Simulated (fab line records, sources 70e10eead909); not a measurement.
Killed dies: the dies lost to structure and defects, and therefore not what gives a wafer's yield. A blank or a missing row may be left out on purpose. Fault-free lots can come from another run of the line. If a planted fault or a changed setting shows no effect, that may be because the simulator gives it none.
Matching of chambers -- flow nand_harc -- 4 sister chambers for NHARC_P_M0_ETCH_34 on rie_diel-10
The step etches the open film in N2/H2, target depth 40 nm, overetch 12 nm, time 43.94 s. 4 wafers are shown with their chamber, then 12 later ones without.

WAFERS PAIRED WITH THEIR CHAMBERS
wafer,chamber,drypump_motor_current_A (A)
L089.5,2,5.8
L089.6,1,6.5
L091.3,0,5.3
L091.5,3,6.5

WAFERS MISSING THEIR CHAMBER
wafer,drypump_motor_current_A (A)
L092.3,6.6
L092.4,6.5
L092.6,5.3
L095.4,6.6
L095.5,5.8
L095.6,6.5
L096.2,5.8
L096.3,5.3
L096.5,5.3
L097.3,5.3
L097.4,6.6
L097.5,5.3

WHICH CHAMBER EACH WENT THROUGH
wafer,from the rows above,in truth
L092.3,can't be placed: 1 or 3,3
L092.4,can't be placed: 1 or 3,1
L092.6,0,0
L095.4,can't be placed: 1 or 3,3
L095.5,2,2
L095.6,can't be placed: 1 or 3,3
L096.2,2,2
L096.3,0,0
L096.5,0,0
L097.3,0,0
L097.4,can't be placed: 1 or 3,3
L097.5,0,0
Correctly placed: 7 of 12. These rows do not allow placing 5 (true chamber among the candidates in 5). Number placed wrongly: 0.
How it was worked out, from the rows above alone: a wafer's distance from a chamber is the root of the sum, over the readings, of the square of ((its reading less the chamber's mean) divided by the reading's scatter). If the next closest chamber is less than 2 further off than the closest, the wafer can't be placed; otherwise it belongs to the closest. The mean given for a chamber averages the wafers shown for that chamber. The scatter: with one shown wafer a chamber, the root of the mean of the squares of how far each hidden wafer lies from its nearest shown one.
